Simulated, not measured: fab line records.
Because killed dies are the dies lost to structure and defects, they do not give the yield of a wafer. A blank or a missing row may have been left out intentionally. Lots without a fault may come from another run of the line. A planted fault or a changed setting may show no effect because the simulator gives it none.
Which tool is to blame?	flow n5 finfet	24 lots with 72 wafers sampled at 6 steps, on a route of 1938 steps

== WHAT EACH GAUGE READ, for each wafer ==
N5_BEOL_M8_INSPECT_58: inspects for defects (darkfield).
lot	measured	on	raw defect count
L074	day 9 08:37	defect inspect-02	60 55 71
L075	day 9 14:07	defect inspect-01	56 59 54
L076	day 9 17:11	defect inspect-02	68 76 78
L077	day 10 01:44	defect inspect-02	69 62 86
L078	day 10 02:01	defect inspect-01	79 118 77
L079	day 10 17:38	defect inspect-02	82 60 80
L080	day 10 22:05	defect inspect-02	100 99 83
L081	day 11 03:53	defect inspect-01	83 79 43
L082	day 11 20:15	defect inspect-02	145 123 92
L083	day 11 20:53	defect inspect-01	63 81 64
L085	day 12 00:41	defect inspect-01	78 112 74
L084	day 12 03:37	defect inspect-02	43 60 34
L086	day 12 18:32	defect inspect-01	93 80 61
L087	day 12 20:47	defect inspect-02	70 69 94
L088	day 12 20:47	defect inspect-02	37 54 91
L089	day 12 23:19	defect inspect-02	32 32 50
L090	day 13 09:00	defect inspect-01	50 67 39
L091	day 13 14:49	defect inspect-01	70 74 40
L092	day 13 19:33	defect inspect-01	95 70 73
L094	day 14 17:29	defect inspect-01	84 91 92
L093	day 14 17:52	defect inspect-02	62 78 76
L095	day 14 18:13	defect inspect-01	45 59 40
L096	day 15 07:37	defect inspect-01	99 65 69
L097	day 15 12:07	defect inspect-01	56 59 58

N5_BEOL_M9_THK_MEAS_01.
lot	measured	on	M9_ILD_THK (nm)
L074	day 9 09:15	film metro-02	268 267 270
L075	day 9 15:14	film metro-01	258 265 272
L076	day 9 17:49	film metro-01	262 266 264
L077	day 10 02:35	film metro-01	265 263 269
L078	day 10 03:00	film metro-01	263 267 272
L079	day 10 18:51	film metro-02	263 265 268
L080	day 10 22:43	film metro-01	265 270 266
L081	day 11 04:33	film metro-02	260 264 268
L082	day 11 20:53	film metro-02	265 268 274
L083	day 11 21:31	film metro-01	262 262 271
L085	day 12 01:47	film metro-01	263 268 275
L084	day 12 05:41	film metro-01	267 268 274
L086	day 12 19:10	film metro-01	263 262 265
L087	day 12 21:24	film metro-02	264 269 263
L088	day 12 21:53	film metro-01	265 265 264
L089	day 12 23:56	film metro-02	262 263 268
L090	day 13 09:47	film metro-01	260 266 267
L091	day 13 15:28	film metro-01	267 275 270
L092	day 13 20:40	film metro-02	266 272 270
L094	day 14 18:07	film metro-01	271 264 267
L093	day 14 18:30	film metro-01	271 263 262
L095	day 14 18:50	film metro-02	272 264 270
L096	day 15 08:15	film metro-02	264 262 269
L097	day 15 12:44	film metro-02	264 264 270

N5_BEOL_M9_CD_MEAS_18: pitch 140 nm, target cd 70 nm.
lot	measured	on	cd nm (nm)
L074	day 9 10:29	cd sem-03	71.0 71.0 70.5
L075	day 9 16:37	cd sem-03	69.1 71.5 70.9
L076	day 9 20:17	cd sem-01	70.0 69.7 69.6
L077	day 10 05:31	cd sem-03	69.9 70.2 69.5
L078	day 10 05:40	cd sem-03	69.6 69.6 69.7
L079	day 10 22:21	cd sem-03	70.8 70.2 70.2
L080	day 11 01:41	cd sem-02	70.9 71.0 69.7
L081	day 11 10:37	cd sem-03	69.1 69.5 68.6
L082	day 11 23:59	cd sem-02	70.9 71.2 70.5
L083	day 12 00:14	cd sem-02	70.9 70.8 70.7
L085	day 12 03:41	cd sem-02	69.8 69.2 70.1
L084	day 12 07:43	cd sem-03	72.7 71.4 72.4
L086	day 12 20:25	cd sem-03	69.9 69.0 69.5
L087	day 12 23:56	cd sem-02	70.4 71.4 70.3
L088	day 13 00:05	cd sem-03	69.1 68.7 69.9
L089	day 13 02:09	cd sem-01	70.5 70.7 71.5
L090	day 13 13:35	cd sem-02	69.4 69.5 68.7
L091	day 13 18:13	cd sem-02	69.3 69.8 70.7
L092	day 13 23:38	cd sem-03	69.4 69.4 69.6
L094	day 14 20:01	cd sem-03	70.1 70.5 70.6
L093	day 14 20:26	cd sem-03	68.8 69.3 69.0
L095	day 14 20:46	cd sem-03	70.4 70.1 70.2
L096	day 15 10:50	cd sem-01	70.6 71.2 70.8
L097	day 15 14:18	cd sem-01	70.3 69.9 70.9

== WHICH TOOL RAN EACH LOT (tool, then ch and the chambers of the sampled wafers, then the start) ==
lot	N5_BEOL_M8_STRIP_80	N5_BEOL_M8_PRE_CLEAN_45	N5_BEOL_M9_HM_DEP_02
L074	rie diel-06 ch 1,2, day 9 05:41 or earlier	pvd sputter-03, day 9 05:41	pvd sputter-01, day 9 09:28
L075	rie diel-04 ch 1,3, day 9 12:08 or earlier	pvd sputter-02, day 9 12:08	pvd sputter-01, day 9 15:35
L076	rie diel-05 ch 0,1,2, day 9 15:03 or earlier	pvd sputter-03, day 9 15:03	pvd sputter-02, day 9 18:56
L077	rie diel-04 ch 0,3, day 9 23:57 or earlier	pvd sputter-03, day 9 23:57	pvd sputter-01, day 10 04:22
L078	rie diel-06 ch 2,3, day 10 00:01 or earlier	pvd sputter-01, day 10 00:01	pvd sputter-01, day 10 04:28
L079	rie diel-05 ch 1,2,3, day 10 14:41 or earlier	pvd sputter-01, day 10 14:41	pvd sputter-02, day 10 20:23
L080	rie diel-05 ch 1,2, day 10 20:32 or earlier	pvd sputter-03, day 10 20:32	pvd sputter-01, day 11 00:19
L081	rie diel-06 ch 2,3, day 11 01:01 or earlier	pvd sputter-01, day 11 01:01	pvd sputter-02, day 11 06:28
L082	rie diel-06 ch 0,1,2, day 11 17:41 or earlier	pvd sputter-03, day 11 17:41	pvd sputter-02, day 11 22:47
L083	rie diel-06 ch 0,2, day 11 18:49 or earlier	pvd sputter-02, day 11 18:49	pvd sputter-02, day 11 22:53
L085	rie diel-05 ch 1,2, day 11 23:01 or earlier	pvd sputter-01, day 11 23:01	pvd sputter-01, day 12 02:32
L084	rie diel-05 ch 0,1,2, day 12 01:48 or earlier	pvd sputter-03, day 12 01:48	pvd sputter-03, day 12 06:10
L086	rie diel-05 ch 0,1,2, day 12 16:32 or earlier	pvd sputter-03, day 12 16:32	pvd sputter-02, day 12 19:30
L087	rie diel-04 ch 0,1,3, day 12 18:41 or earlier	pvd sputter-02, day 12 18:41	pvd sputter-02, day 12 22:41
L088	rie diel-06 ch 2,3, day 12 19:00 or earlier	pvd sputter-02, day 12 19:00	pvd sputter-03, day 12 22:41
L089	rie diel-06 ch 0,2,3, day 12 19:53 or earlier	pvd sputter-03, day 12 19:53	pvd sputter-03, day 13 00:42
L090	rie diel-05 ch 2,3, day 13 06:49 or earlier	pvd sputter-01, day 13 06:49	pvd sputter-02, day 13 12:22
L091	rie diel-04 ch 0,2,3, day 13 13:07 or earlier	pvd sputter-02, day 13 13:07	pvd sputter-02, day 13 16:37
L092	rie diel-05 ch 0,2,3, day 13 17:25 or earlier	pvd sputter-02, day 13 17:25	pvd sputter-01, day 13 22:34
L094	rie diel-04 ch 0,2,3, day 14 15:40 or earlier	pvd sputter-02, day 14 15:40	pvd sputter-02, day 14 18:49
L093	rie diel-05 ch 0,2,3, day 14 15:45 or earlier	pvd sputter-02, day 14 15:45	pvd sputter-02, day 14 19:32
L095	rie diel-04 ch 0,2, day 14 16:33 or earlier	pvd sputter-01, day 14 16:33	pvd sputter-02, day 14 19:44
L096	rie diel-05 ch 1,3, day 15 05:55 or earlier	pvd sputter-02, day 15 05:55	pvd sputter-03, day 15 09:47
L097	rie diel-05 ch 2,3, day 15 10:07 or earlier	pvd sputter-01, day 15 10:07	pvd sputter-02, day 15 13:10
- N5_BEOL_M8_STRIP_80: strips in N2/H2, time 10 s.
- N5_BEOL_M8_PRE_CLEAN_45: time 30 s.
- N5_BEOL_M9_HM_DEP_02: deposits TiN, target thk 20 nm.

== AS READ BY THE TOOLS THEMSELVES (means over the sampled wafers that have a number; for cases with no such wafer, the mark the record gives instead) ==
N5_BEOL_M8_STRIP_80.
lot	tool	drypump motor current A (A)	h2 flow sccm (sccm)	oes product au (a.u.)	rf vpp V (V)	showerhead plenum p Torr (Torr)	throttle valve pct (%)
L074	rie diel-06	6.1	200.2	0.73	59.9	2.61	23.47
L075	rie diel-04	5.3	199.6	0.85	58.8	2.51	23.36
L076	rie diel-05	5.9	200.0	0.84	59.2	2.64	23.46
L077	rie diel-04	5.6	200.6	0.92	59.0	2.48	23.26
L078	rie diel-06	5.9	200.2	0.73	59.4	2.57	23.78
L079	rie diel-05	5.7	199.8	0.89	59.0	2.66	23.68
L080	rie diel-05	6.0	200.1	0.84	59.9	2.65	23.59
L081	rie diel-06	6.0	199.3	0.72	59.6	2.61	23.64
L082	rie diel-06	6.0	200.3	0.71	58.9	2.56	23.51
L083	rie diel-06	5.8	199.7	0.74	59.6	2.58	23.52
L085	rie diel-05	5.6	200.3	0.89	59.3	2.62	23.54
L084	rie diel-05	5.8	199.6	0.82	59.2	2.63	23.49
L086	rie diel-05	5.9	199.8	0.80	60.0	2.63	23.48
L087	rie diel-04	5.5	200.9	0.89	58.7	2.51	23.52
L088	rie diel-06	6.0	200.4	0.72	60.2	2.61	23.66
L089	rie diel-06	5.9	199.7	0.72	59.5	2.57	23.68
L090	rie diel-05	6.1	200.3	0.79	59.3	2.68	23.76
L091	rie diel-04	5.4	200.1	0.87	58.3	2.51	23.55
L092	rie diel-05	6.0	200.1	0.77	60.7	2.66	23.65
L094	rie diel-04	5.4	199.7	0.86	58.5	2.51	23.56
L093	rie diel-05	6.0	200.0	0.76	59.5	2.66	23.65
L095	rie diel-04	5.2	200.1	0.87	59.4	2.55	23.80
L096	rie diel-05	5.5	200.0	0.84	59.8	2.66	23.83
L097	rie diel-05	6.1	199.9	0.77	60.1	2.67	23.78

N5_BEOL_M8_PRE_CLEAN_45.
lot	tool	heater power w (W)
L074	pvd sputter-03	331
L075	pvd sputter-02	333
L076	pvd sputter-03	315
L077	pvd sputter-03	311
L078	pvd sputter-01	357
L079	pvd sputter-01	346
L080	pvd sputter-03	318
L081	pvd sputter-01	339
L082	pvd sputter-03	336
L083	pvd sputter-02	339
L085	pvd sputter-01	342
L084	pvd sputter-03	316
L086	pvd sputter-03	322
L087	pvd sputter-02	318
L088	pvd sputter-02	305
L089	pvd sputter-03	320
L090	pvd sputter-01	354
L091	pvd sputter-02	355
L092	pvd sputter-02	342
L094	pvd sputter-02	308
L093	pvd sputter-02	314
L095	pvd sputter-01	357
L096	pvd sputter-02	340
L097	pvd sputter-01	340

N5_BEOL_M9_HM_DEP_02.
lot	tool	throttle valve pct (%)
L074	pvd sputter-01	30.0
L075	pvd sputter-01	29.5
L076	pvd sputter-02	28.7
L077	pvd sputter-01	29.7
L078	pvd sputter-01	29.6
L079	pvd sputter-02	29.2
L080	pvd sputter-01	29.6
L081	pvd sputter-02	29.1
L082	pvd sputter-02	29.6
L083	pvd sputter-02	29.6
L085	pvd sputter-01	30.0
L084	pvd sputter-03	30.2
L086	pvd sputter-02	30.1
L087	pvd sputter-02	29.6
L088	pvd sputter-03	30.0
L089	pvd sputter-03	29.7
L090	pvd sputter-02	29.2
L091	pvd sputter-02	30.0
L092	pvd sputter-01	29.8
L094	pvd sputter-02	30.1
L093	pvd sputter-02	30.2
L095	pvd sputter-02	30.1
L096	pvd sputter-03	30.0
L097	pvd sputter-02	29.5

== THE ANSWER, worked out from the rows above alone ==
Rule: the lots themselves supply what counts as usual. Put in order of their means at a reading, lots are off if they are a third of the lots or fewer, leave a main group of 4 or more, and stand apart from it by a gap of 3 or more times the standard deviation of the main group's means; of several such gaps the widest counts. If all means in a main group match to the digits the tables above print for the reading, that group is not used. Also off: a lot with no number at a reading for which 4 or more lots have one. The other lots that the step has rows for count as sound. The gauges are gone through in route order, then the tools' own readings, and for those a lot's mean is taken as printed above. The first step at which some lot is off is used, and at that step the reading that is off furthest; a lot without a number counts as furthest.
No lot is off on any of the readings shown, so nothing can be concluded from this.

== WHAT WAS PUT IN BY THE SIMULATOR ==
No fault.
